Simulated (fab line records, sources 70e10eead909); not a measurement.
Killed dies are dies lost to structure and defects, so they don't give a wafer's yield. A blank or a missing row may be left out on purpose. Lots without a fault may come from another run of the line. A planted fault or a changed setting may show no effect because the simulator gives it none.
Problem report in the 8D (eight disciplines) form, filled by code | flow nand_harc | the parts of the form that need people (team, actions taken, sign-off) are left out

1. THE PROBLEM
time_to_endpoint_s at NHARC_P_M0_CMP_23 reads a mean of 11.8 s on 4 wafers of 2 lots; wafers without a fault read 28.4 s with a standard deviation of 2.1. That is -7.9 standard deviations from the usual mean.
The step: polishes, t overpolish 20 s, target thk 117.53 nm.
First seen on wafer L455.2, day 11 03:06, on cmp-04. The record holds 36 wafers of 12 lots with a number at this step. Rule for "out", or "out of limits": more than 4 standard deviations from the usual mean. The other wafers with a number count as sound.

2. WHAT IT IS AND WHAT IT IS NOT
question                    | is                             | is not
which readings at this step | time_to_endpoint_s             | motor_current_A
which lots                  | L455, L457                     | L434, L435, L438, L439, L441, L444, L445, L446, L449, L456
which wafers of those lots  | L455.2, L457.1, L457.2, L457.3 | L455.4, L455.5
read on which tools         | cmp-03, cmp-04                 | cmp-01
when                        | from day 11 03:06              | up to then (29 sound wafers); but 3 sound wafers of L456 came after

3. SUSPECTS, AND WHAT RULES EACH OUT
Counting: a tool at a process step up to the reading stays a suspect if it ran every lot that is out. Sound lots after the first of them don't rule it out here, since some wafers of a struck lot are sound.
- pvd_sputter-02 at NHARC_P_M0_PRE_CLEAN_29 (time 30 s): kept. It ran every lot that is out, first L455 (day 11 02:23); its last sound lot up to then is L441 (day 7 15:08). NHARC_P_M0_PRE_CLEAN_29 gives no start for some lots, so the hours and the order of its lots are those of NHARC_P_M0_ECD_22.
- pvd_sputter-02 at NHARC_P_M0_PVD_20 (deposits TaN, target thk 5 nm, time 8.06 s): kept. It ran every lot that is out, first L455 (day 11 02:23); its last sound lot up to then is L441 (day 7 15:08). NHARC_P_M0_PVD_20 gives no start for some lots, so the hours and the order of its lots are those of NHARC_P_M0_ECD_22.
- ecd_cu-01 at NHARC_P_M0_ECD_22 (material Cu, target thk 400 nm): kept. It ran every lot that is out, first L455 (day 11 02:23); its last sound lot up to then is L449 (day 9 22:11).
Left after counting: pvd_sputter-02 at NHARC_P_M0_PRE_CLEAN_29, pvd_sputter-02 at NHARC_P_M0_PVD_20, ecd_cu-01 at NHARC_P_M0_ECD_22.

4. THE CAUSE (what the simulator had put in)
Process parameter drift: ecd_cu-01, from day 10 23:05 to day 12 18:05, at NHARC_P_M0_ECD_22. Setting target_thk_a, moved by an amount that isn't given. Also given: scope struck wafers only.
Counting left 3 suspects, and this tool is among them.

5. THE CHAIN OF EFFECTS, in route order
Each row: a reading whose mean over the struck wafers that have a number lies more than 3 standard deviations from the usual. Only readings for which the record gives a usual standard deviation are gone through. hours: the time from each lot's start at the first step in this table that gives one to its start at this step, as a median over the lots. sigmas: the change in usual standard deviations.
hours | step              | reading            | usual  | on struck wafers | change | sigmas
0     | NHARC_P_M0_CMP_23 | time_to_endpoint_s | 28.4 s | 11.8             | -16.6  | -7.9
The process steps in it:
- NHARC_P_M0_CMP_23: polishes, t overpolish 20 s, target thk 117.53 nm.
Later measuring or inspecting steps at which every struck wafer that the step has a row for has a number for every such reading, and none has moved that far: NHARC_END_SORT_01.

6. WHAT WOULD HAVE CAUGHT IT SOONER
In this record the first reading out of limits was taken at day 11 03:06, 4 hours after the fault began at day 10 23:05.
Of the lots that are out (2), L457 began NHARC_P_M0_ECD_22 on ecd_cu-01 after day 11 03:06. A hold on the tool at that time would have spared it.
